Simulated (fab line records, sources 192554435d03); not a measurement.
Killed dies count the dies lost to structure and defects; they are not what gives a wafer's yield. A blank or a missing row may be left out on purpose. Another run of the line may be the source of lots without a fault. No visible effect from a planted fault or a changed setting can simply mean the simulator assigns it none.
Matching of chambers / flow n5_finfet / rie_diel-01 running N5_BEOL_M10_STRIP_67: 4 sister chambers
The step strips in CF4. 8 wafers are shown with their chamber, then 10 later ones without.

== WAFERS PAIRED WITH THEIR CHAMBERS ==
wafer=L084.3; chamber=0; showerhead_plenum_p_Torr (Torr)=1.88; throttle_valve_pct (%)=13.26
wafer=L084.5; chamber=3; showerhead_plenum_p_Torr (Torr)=1.75; throttle_valve_pct (%)=13.30
wafer=L086.1; chamber=3; showerhead_plenum_p_Torr (Torr)=1.75; throttle_valve_pct (%)=13.30
wafer=L087.1; chamber=1; showerhead_plenum_p_Torr (Torr)=1.86; throttle_valve_pct (%)=13.96
wafer=L087.2; chamber=0; showerhead_plenum_p_Torr (Torr)=1.87; throttle_valve_pct (%)=13.28
wafer=L087.5; chamber=2; showerhead_plenum_p_Torr (Torr)=1.84; throttle_valve_pct (%)=13.50
wafer=L088.1; chamber=1; showerhead_plenum_p_Torr (Torr)=1.86; throttle_valve_pct (%)=13.95
wafer=L088.4; chamber=2; showerhead_plenum_p_Torr (Torr)=1.84; throttle_valve_pct (%)=13.51

== WAFERS WITH NO CHAMBER GIVEN ==
wafer=L088.5; showerhead_plenum_p_Torr (Torr)=1.86; throttle_valve_pct (%)=13.95
wafer=L090.1; showerhead_plenum_p_Torr (Torr)=1.84; throttle_valve_pct (%)=13.51
wafer=L090.5; showerhead_plenum_p_Torr (Torr)=1.86; throttle_valve_pct (%)=13.97
wafer=L090.6; showerhead_plenum_p_Torr (Torr)=1.84; throttle_valve_pct (%)=13.50
wafer=L092.2; showerhead_plenum_p_Torr (Torr)=1.84; throttle_valve_pct (%)=13.53
wafer=L092.4; showerhead_plenum_p_Torr (Torr)=1.85; throttle_valve_pct (%)=13.99
wafer=L092.5; showerhead_plenum_p_Torr (Torr)=1.87; throttle_valve_pct (%)=13.29
wafer=L095.1; showerhead_plenum_p_Torr (Torr)=1.85; throttle_valve_pct (%)=13.99
wafer=L095.3; showerhead_plenum_p_Torr (Torr)=1.83; throttle_valve_pct (%)=13.53
wafer=L095.6; showerhead_plenum_p_Torr (Torr)=1.83; throttle_valve_pct (%)=13.55

== CHAMBER TAKEN BY EACH ==
wafer=L088.5; from the rows above=1; in truth=1
wafer=L090.1; from the rows above=2; in truth=2
wafer=L090.5; from the rows above=1; in truth=1
wafer=L090.6; from the rows above=2; in truth=2
wafer=L092.2; from the rows above=2; in truth=2
wafer=L092.4; from the rows above=1; in truth=1
wafer=L092.5; from the rows above=0; in truth=0
wafer=L095.1; from the rows above=1; in truth=1
wafer=L095.3; from the rows above=2; in truth=2
wafer=L095.6; from the rows above=2; in truth=2
10 of 10 placed correctly. From these rows, 0 cannot be placed. Placed wrongly: 0.
How it was worked out, from the rows above alone: a wafer's distance from a chamber is the root of the sum, over the readings, of the square of ((its reading less the chamber's mean) divided by the reading's scatter). If the next closest chamber is less than 2 further off than the closest, the wafer can't be placed; otherwise it belongs to the closest. Each chamber's mean is taken over the wafers shown for it. The scatter: the root of (the sum of the squares of (reading less its chamber's mean) over the shown wafers, divided by (wafers less chambers)).
